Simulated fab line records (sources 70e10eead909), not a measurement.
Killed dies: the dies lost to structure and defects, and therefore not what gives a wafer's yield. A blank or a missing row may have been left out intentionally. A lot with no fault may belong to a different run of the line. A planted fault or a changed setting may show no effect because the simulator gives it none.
fab line records | flow nand_harc | part 1 of 2: steps 1 to 4 of 6
record: lots: 24 wafers: 72 last_day: 33
route steps=1302 shown A_STAIRCASE@711
lots that met no fault: taken from a fault-free run of the same line
start_h: hours from the record's first day to the start of the lot's first wafer shown | wait_h: how many hours have passed since the lot's step before this one | " repeats the value in the row above | L1.1+2: a row that stands for several wafers | - no value, or no start was given | * or withheld: withheld | < > ~ a bound
route shown NAME@n: a module of which the file shows steps, and the number in the route of the first | usual: mean and standard deviation over wafers with no fault | same: alike in all rows | chamber/n: place in a boat | sites: the reading at each site | _std_site: how widely they spread, as a standard deviation | _edge_site: the outer-site mean with the inner-site mean subtracted | radius_mm: for every site, how far away it sits from the centre of the wafer | mask NAME#n: copy n | behind: the tool/chamber that last shaped the wafer | hold: cause of the lot's hold/its duration in hours/its outcome | device: names the non-switching transistor (n, p or np) | end of line: the tests these same wafers got at the end of their route | a step without rows: its recipe alone | killed: dies that structure and defects cost at the first sort, which is not the same as the wafer's yield | map: the dies of a wafer, with x for killed, . for not killed, _ for no die there
set.NAME: setting as actually run; set.NAME@STEP: the setting as run at that earlier step | model.NAME: the simulator's own value behind a step, which no gauge read
the route's steps for a sample of lots (tables are steps, rows are wafers)
services: when a tool's chamber went out of use (start_h, in hours from the record's first day, below 0 if earlier), for how many hours, and the reason
== steps ==
step: NHARC_A_STAIRCASE_ETCH_197
recipe: target_depth_a: 1000 time_s: 40.5 ion_energy_ev: 400 c4f8_flow_sccm: 20 o2_flow_sccm: 10 ar_flow_sccm: withheld rf_w: 600 bias_w: 1000 chemistry: C4F8/O2
usual: oes_product_au: 0.954/0.017 rf_vpp_V: 895/5
columns lot.wafer tool chamber start_h wait_h oes_product_au rf_hours_counter_h rf_vpp_V
L074.2 rie_diel-07 3 - - 0.951 20 894
L074.3 " 2 " " 0.943 21 888
L074.5 " 3 " " 0.953 - 894
L075.2 rie_diel-11 2 - - 0.949 33 890
L075.3 " 3 " " 0.930 33 901
L075.5 " 1 " " 0.967 - 899
L076.3 rie_diel-07 0 - - 0.955 11 893
L076.5 " 0 " " 0.954 - 893
L076.6 " 1 " " 0.936 - 897
L077.2 rie_diel-11 1 - - 0.968 42 900
L077.4 " 1 " " 0.972 - 899
L077.6 " 3 " " 0.964 - 899
L078.4 rie_diel-11 2 - - 0.967 44 891
L078.3 " 1 " " 0.984 46 898
L078.5 " 3 " " 0.969 - 900
L079.2 rie_diel-10 1 - - 0.926 41 892
L079.5 " 3 " " 0.927 - 897
L079.6 " 0 " " 0.929 - 894
L080.4 rie_diel-10 1 - - 0.937 46 892
L080.3 " 2 " " 0.978 57 887
L080.6 " 2 " " 0.968 - 887
L082.2 rie_diel-10 3 - - 0.967 1 897
L082.4 " 0 " " 0.986 1 894
L082.5 " 1 " " 0.978 - 893
L081.2 rie_diel-07 0 - - 0.949 30 893
L081.4 " 1 " " 0.936 40 896
L081.6 " 1 " " 0.929 - 897
L084.3 rie_diel-10 1 - - 0.973 4 894
L084.4 " 3 " " 0.958 5 898
L084.6 " 1 " " 0.980 - 892
L083.3 rie_diel-11 3 - - 0.955 1 900
L083.4 " 0 " " 0.967 1 903
L083.2 " 2 " " 0.938 1 890
L085.3 rie_diel-07 3 - - 0.942 52 894
L085.2 " 0 " " 0.941 38 893
L085.5 " 2 " " 0.935 - 887
L086.4 rie_diel-11 1 - - 0.964 8 897
L086.5 " 2 " " 0.951 - 889
L086.6 " 3 " " 0.947 - 899
L088.3 rie_diel-11 0 - - 0.947 15 903
L088.2 " 3 " " 0.949 16 899
L088.6 " 1 " " 0.961 - 900
L087.4 rie_diel-07 1 - - 0.952 6 897
L087.3 " 2 " " 0.980 4 887
L087.6 " 3 " " 0.971 - 893
L089.2 rie_diel-07 0 - - 0.941 7 893
L089.3 " 1 " " 0.934 8 895
L089.4 " 2 " " 0.934 6 888
L090.4 rie_diel-07 2 - - 0.952 11 888
L090.5 " 2 " " 0.944 - 887
L090.6 " 3 " " 0.937 - 894
L091.4 rie_diel-11 0 - - 0.989 29 903
L091.3 " 2 " " 0.976 27 890
L091.5 " 0 " " 0.983 - 903
L092.3 rie_diel-07 2 - - 0.962 14 887
L092.4 " 3 " " 0.961 13 893
L092.5 " 1 " " 0.962 - 896
L093.1 rie_diel-10 3 - - 0.934 33 897
L093.5 " 2 " " 0.938 - 905
L093.6 " 3 " " 0.933 - 897
L094.1 rie_diel-11 0 - - 0.939 36 903
L094.3 " 1 " " 0.941 35 897
L094.6 " 2 " " 0.936 - 891
L095.1 rie_diel-10 2 - - 0.980 45 906
L095.4 " 0 " " 0.977 45 894
L095.5 " 1 " " 0.960 - 893
L096.2 rie_diel-07 3 - - 0.968 29 893
L096.5 " 3 " " 0.960 - 893
L096.4 " 2 " " 0.961 - 888
L097.1 rie_diel-07 3 - - 0.947 30 893
L097.3 " 2 " " 0.929 30 886
L097.5 " 0 " " 0.948 - 892
step: NHARC_A_STAIRCASE_ETCH_223
recipe: target_depth_a: 1000 time_s: 40.5 ion_energy_ev: 400 c4f8_flow_sccm: 20 o2_flow_sccm: 10 ar_flow_sccm: withheld rf_w: 600 bias_w: 1000 chemistry: C4F8/O2
usual: oes_product_au: 0.947/0.012 rf_vpp_V: 895/4.9
columns lot.wafer tool chamber start_h wait_h oes_product_au rf_hours_counter_h rf_vpp_V
L074.2 rie_diel-10 0 - - 0.954 37 895
L074.3 " 3 " " 0.950 40 898
L074.5 " 0 " " 0.966 - 895
L075.2 rie_diel-10 2 - - 0.965 36 886
L075.3 " 3 " " 0.941 40 897
L075.5 " 0 " " 0.953 - 894
L076.3 rie_diel-07 2 - - 0.960 23 887
L076.5 " 1 " " 0.931 - 897
L076.6 " 2 " " 0.951 - 888
L077.2 rie_diel-07 3 - - 0.942 28 895
L077.4 " 2 " " 0.929 30 889
L077.6 " 0 " " 0.950 - 894
L078.3 rie_diel-10 1 - - 0.931 40 893
L078.4 " 2 " " 0.950 53 887
L078.5 " 0 " " 0.936 - 896
L079.2 rie_diel-07 3 - - 0.937 29 894
L079.6 " 2 " " 0.922 - 887
L079.5 " 3 " " 0.934 - 894
L080.4 rie_diel-11 2 - - 0.962 51 891
L080.3 " 0 " " 0.943 55 903
L080.6 " 3 " " 0.952 - 899
L082.2 rie_diel-10 2 - - 0.942 1 904
L082.4 " 0 " " 0.947 1 894
L082.5 " 2 " " 0.938 - 905
L081.4 rie_diel-10 2 - - 0.934 2 906
L081.2 " 0 " " 0.949 2 894
L081.6 " 2 " " 0.939 - 905
L084.3 rie_diel-10 0 - - 0.968 5 896
L084.6 " 3 " " 0.944 - 899
L084.4 " 1 " " 0.928 - 893
L083.4 rie_diel-11 0 - - 0.952 3 903
L083.3 " 1 " " 0.963 2 898
L083.2 " 2 " " 0.947 3 890
L085.3 rie_diel-10 3 - - 0.941 9 896
L085.2 " 0 " " 0.944 9 895
L085.5 " 2 " " 0.963 - 906
L086.4 rie_diel-10 3 - - 0.955 12 896
L086.5 " 3 " " 0.955 - 896
L086.6 " 0 " " 0.982 - 894
L088.2 rie_diel-11 1 - - 0.960 16 898
L088.3 " 2 " " 0.956 17 891
L088.6 " 0 " " 0.944 - 903
L087.4 rie_diel-10 2 - - 0.956 20 906
L087.3 " 0 " " 0.941 19 893
L087.6 " 3 " " 0.941 - 897
L089.3 rie_diel-10 1 - - 0.935 26 893
L089.2 " 2 " " 0.948 23 904
L089.4 " 3 " " 0.950 21 897
L090.4 rie_diel-10 2 - - 0.977 31 905
L090.5 " 2 " " 0.977 - 905
L090.6 " 3 " " 0.959 - 897
L091.3 rie_diel-07 3 - - 0.947 12 894
L091.4 " 1 " " 0.940 17 895
L091.5 " 2 " " 0.945 - 885
L092.4 rie_diel-07 2 - - 0.932 15 887
L092.3 " 0 " " 0.954 17 894
L092.5 " 3 " " 0.945 - 893
L093.1 rie_diel-07 2 - - 0.937 19 887
L093.5 " 1 " " 0.945 - 898
L093.6 " 2 " " 0.928 - 887
L094.1 rie_diel-07 1 - - 0.954 23 895
L094.3 " 2 " " 0.937 20 886
L094.6 " 0 " " 0.945 - 893
L095.4 rie_diel-11 3 - - 0.934 39 898
L095.1 " 0 " " 0.945 42 901
L095.5 " 0 " " 0.953 - 902
L096.4 rie_diel-11 1 - - 0.955 43 898
L096.2 " 3 " " 0.946 41 899
L096.5 " 1 " " 0.959 - 897
L097.1 rie_diel-10 1 - - 0.938 54 892
L097.3 " 3 " " 0.949 48 897
L097.5 " 1 " " 0.931 - 891
step: NHARC_A_STAIRCASE_STRIP_238
recipe: power_w: 1500 temp_c: 250 chemistry: O2
usual: drypump_motor_current_A: 5.9/0.33 heater_power_w: 329/22
columns lot.wafer tool chamber start_h wait_h drypump_motor_current_A heater_power_w rf_hours_counter_h
L074.2 plasma_asher-02 0 366.48 0.1 5.9 335 23
L074.3 " 1 " " 6.2 324 -
L074.5 " 1 " " 6.2 323 -
L075.2 plasma_asher-01 0 369.02 0.1 5.2 321 3
L075.3 " 1 " " 6.2 288 -
L075.5 " 0 " " 5.2 322 -
L076.3 plasma_asher-02 1 371.06 0.2 6.2 326 -
L076.5 " 0 " " 5.8 341 -
L076.6 " 1 " " 6.2 323 -
L077.2 plasma_asher-02 0 404.01 0.1 5.9 338 30
L077.4 " 1 " " 6.1 315 -
L077.6 " 1 " " 6.2 317 -
L078.4 plasma_asher-02 0 405.37 0.2 5.9 348 -
L078.3 " 1 " " 6.2 321 -
L078.5 " 1 " " 6.2 321 -
L079.2 plasma_asher-01 0 409.98 0.1 5.2 307 10
L079.5 " 1 " " 6.2 284 -
L079.6 " 0 " " 5.2 313 -
L080.3 plasma_asher-01 0 425.57 0.2 5.2 312 -
L080.4 " 1 " " 6.1 280 -
L080.6 " 1 " " 6.2 292 -
L082.2 plasma_asher-02 0 443.98 0.1 5.8 339 3
L082.4 " 0 " " 5.8 333 -
L082.5 " 0 " " 5.8 338 -
L081.2 plasma_asher-02 1 444.53 0.1 6.1 347 3
L081.4 " 1 " " 6.1 344 -
L081.6 " 0 " " 5.9 340 -
L084.4 plasma_asher-01 0 455.00 0.2 5.2 320 -
L084.3 " 1 " " 6.1 288 -
L084.6 " 0 " " 5.2 307 -
L083.2 plasma_asher-01 1 455.71 0.1 6.2 286 21
L083.4 " 0 " " 5.2 321 -
L083.3 " 1 " " 6.2 286 -
L085.2 plasma_asher-02 0 470.14 0.1 5.8 340 8
L085.3 " 0 " " 5.9 337 -
L085.5 " 1 " " 6.2 345 -
L086.4 plasma_asher-02 0 477.49 0.2 5.8 349 -
L086.5 " 1 " " 6.1 348 -
L086.6 " 0 " " 5.8 334 -
L088.2 plasma_asher-01 1 502.55 0.1 6.2 289 29
L088.3 " 0 " " 5.2 317 -
L088.6 " 0 " " 5.2 312 -
L087.3 plasma_asher-02 1 502.78 0.2 6.1 354 -
L087.4 " 0 " " 5.8 342 -
L087.6 " 0 " " 5.8 334 -
L089.2 plasma_asher-01 0 510.98 0.1 5.2 321 30
L089.4 " 0 " " 5.2 326 -
L089.3 " 1 " " 6.2 292 -
L090.4 plasma_asher-02 1 529.14 0.2 6.2 348 -
L090.5 " 0 " " 5.8 337 -
L090.6 " 1 " " 6.1 351 -
L091.4 plasma_asher-02 0 537.28 0.2 5.8 345 -
L091.3 " 1 " " 6.2 348 -
L091.5 " 0 " " 5.8 347 -
L092.4 plasma_asher-02 0 542.79 0.2 5.8 342 -
L092.3 " 1 " " 6.2 345 -
L092.5 " 0 " " 5.8 338 -
L093.1 plasma_asher-02 0 546.88 0.3 5.8 343 25
L093.6 " 1 " " 6.2 352 -
L093.5 " 0 " " 5.8 335 -
L094.1 plasma_asher-02 1 554.04 0.1 6.1 343 26
L094.3 " 1 " " 6.1 343 -
L094.6 " 0 " " 5.8 336 -
L095.1 plasma_asher-02 0 572.24 0.1 5.8 349 29
L095.4 " 0 " " 5.8 337 -
L095.5 " 0 " " 5.9 341 -
L096.2 plasma_asher-02 1 578.85 0.1 6.1 347 30
L096.4 " 1 " " 6.2 338 -
L096.5 " 0 " " 5.8 348 -
L097.1 plasma_asher-02 0 586.53 0.1 5.8 338 33
L097.3 " 1 " " 6.2 344 -
L097.5 " 0 " " 5.8 341 -
step: NHARC_A_STAIRCASE_DESCUM_252
recipe: time_s: 3 o2_flow_sccm: 200 ar_flow_sccm: 0 bias_power_w: 0 chemistry: O2
usual: drypump_motor_current_A: 5.9/0.44 oes_product_au: 1.003/0.0097 rf_vpp_V: 57.8/0.86 showerhead_plenum_p_Torr: 1.90/0.071 throttle_valve_pct: 11.311/0.0094
columns lot.wafer tool chamber start_h wait_h drypump_motor_current_A oes_product_au rf_hours_counter_h rf_vpp_V showerhead_plenum_p_Torr throttle_valve_pct
L074.3 rie_diel-07 0 367.82 - 5.1 1.003 12 58.2 1.88 11.323
L074.2 " 3 " " 6.0 1.000 21 56.6 1.89 11.322
L074.5 " 1 " " 6.3 0.986 - 58.9 1.92 11.318
L075.2 rie_diel-11 2 370.48 - 5.6 1.005 38 58.4 1.83 11.311
L075.3 " 0 " " 5.3 1.004 35 57.1 2.04 11.299
L075.5 " 2 " " 5.6 1.001 - 58.9 1.83 11.311
L076.3 rie_diel-07 0 372.33 - 5.1 0.998 13 57.4 1.88 11.311
L076.5 " 1 " " 6.3 0.990 - 57.7 1.92 11.312
L076.6 " 2 " " 5.8 0.988 - 57.6 1.79 11.308
L077.2 rie_diel-10 1 405.53 - 6.1 0.991 41 57.1 1.86 11.300
L077.4 " 0 " " 6.3 1.010 51 58.7 1.89 11.306
L077.6 " 1 " " 6.1 0.983 - 57.3 1.86 11.322
L078.4 rie_diel-07 3 406.78 - 6.0 1.008 29 58.5 1.88 11.308
L078.3 " 1 " " 6.3 0.995 30 58.4 1.92 11.295
L078.5 " 0 " " 5.1 1.005 - 57.9 1.87 11.309
L079.2 rie_diel-07 0 411.45 - 5.1 1.003 20 56.6 1.87 11.315
L079.6 " 3 " " 6.1 1.000 - 57.1 1.88 11.308
L079.5 " 0 " " 5.1 0.997 - 57.7 1.87 11.329
L080.3 rie_diel-07 3 427.00 - 6.1 1.015 35 57.3 1.88 11.315
L080.4 " 0 " " 5.1 1.004 24 57.7 1.87 11.311
L080.6 " 1 " " 6.3 1.001 - 59.4 1.92 11.292
L082.2 rie_diel-07 0 445.39 - 5.1 1.004 33 57.3 1.87 11.298
L082.4 " 1 " " 6.3 0.996 43 56.9 1.92 11.305
L082.5 " 0 " " 5.1 0.997 - 57.1 1.87 11.314
L081.2 rie_diel-07 1 446.01 - 6.3 0.987 43 57.9 1.92 11.327
L081.4 " 2 " " 5.8 0.984 49 57.0 1.78 11.315
L081.6 " 3 " " 6.0 1.003 - 57.3 1.88 11.311
L084.3 rie_diel-11 0 456.41 - 5.3 1.002 3 58.8 2.03 11.305
L084.4 " 2 " " 5.5 0.998 4 59.3 1.83 11.307
L084.6 " 0 " " 5.3 0.997 - 59.6 2.03 11.331
L083.3 rie_diel-10 1 457.07 - 6.2 0.992 7 56.8 1.86 11.307
L083.2 " 3 " " 6.1 0.995 7 57.0 1.93 11.316
L083.4 " 0 " " 6.3 1.011 7 59.7 1.89 11.316
L085.2 rie_diel-11 0 473.40 - 5.3 1.004 10 58.8 2.03 11.319
L085.3 " 1 " " 6.4 1.014 12 57.6 1.95 11.305
L085.5 " 3 " " 6.3 1.000 - 57.4 1.96 11.302
L086.4 rie_diel-10 3 478.74 - 6.1 1.013 13 58.5 1.93 11.299
L086.5 " 3 " " 6.1 1.010 - 58.9 1.93 11.320
L086.6 " 0 " " 6.3 1.013 - 58.0 1.88 11.308
L088.2 rie_diel-11 2 503.98 - 5.5 0.993 18 56.6 1.82 11.314
L088.3 " 1 " " 6.4 1.020 17 57.3 1.94 11.309
L088.6 " 3 " " 6.3 1.003 - 57.9 1.96 11.295
L087.3 rie_diel-11 1 504.21 - 6.4 1.021 17 57.7 1.94 11.326
L087.4 " 3 " " 6.3 1.002 17 58.4 1.96 11.327
L087.6 " 1 " " 6.4 1.013 - 57.6 1.94 11.290
L089.4 rie_diel-11 1 512.49 - 6.4 1.019 19 58.5 1.94 11.308
L089.2 " 2 " " 5.5 1.005 20 58.7 1.82 11.313
L089.3 " 3 " " 6.3 1.009 19 58.7 1.96 11.308
L090.4 rie_diel-07 0 530.40 - 5.1 0.997 15 58.0 1.86 11.321
L090.5 " 3 " " 6.0 0.999 - 56.7 1.87 11.320
L090.6 " 0 " " 5.1 0.999 - 56.3 1.86 11.310
L091.3 rie_diel-10 0 538.57 - 6.3 1.019 36 57.6 1.88 11.316
L091.4 " 2 " " 5.5 1.018 34 58.6 2.07 11.313
L091.5 " 1 " " 6.1 1.005 - 58.0 1.85 11.333
L092.4 rie_diel-07 0 544.93 - 5.1 0.994 20 60.4 1.86 11.326
L092.3 " 3 " " 6.0 0.988 18 58.2 1.87 11.325
L092.5 " 0 " " 5.1 0.995 - 56.1 1.86 11.314
L093.1 rie_diel-11 2 548.34 - 5.5 1.004 32 57.8 1.82 11.301
L093.6 " 2 " " 5.5 1.002 - 56.9 1.82 11.311
L093.5 " 3 " " 6.3 1.014 - 58.0 1.95 11.316
L094.1 rie_diel-10 0 555.38 - 6.3 0.992 41 57.8 1.88 11.297
L094.3 " 3 " " 6.1 1.015 40 58.1 1.92 11.309
L094.6 " 1 " " 6.1 0.995 - 57.4 1.85 11.306
L095.1 rie_diel-07 3 573.71 - 6.0 1.007 28 58.2 1.86 11.300
L095.5 " 0 " " 5.1 1.010 - 59.0 1.86 11.305
L095.4 " 3 " " 6.0 0.996 - 57.9 1.86 11.301
L096.4 rie_diel-11 1 580.25 - 6.4 1.017 44 58.2 1.94 11.305
L096.2 " 3 " " 6.3 1.008 42 57.4 1.95 11.311
L096.5 " 1 " " 6.4 1.017 - 58.2 1.94 11.314
L097.1 rie_diel-10 3 588.01 - 6.2 1.006 50 58.4 1.92 11.317
L097.3 " 0 " " 6.3 1.016 52 58.0 1.87 11.310
L097.5 " 3 " " 6.1 1.013 - 58.5 1.92 11.315
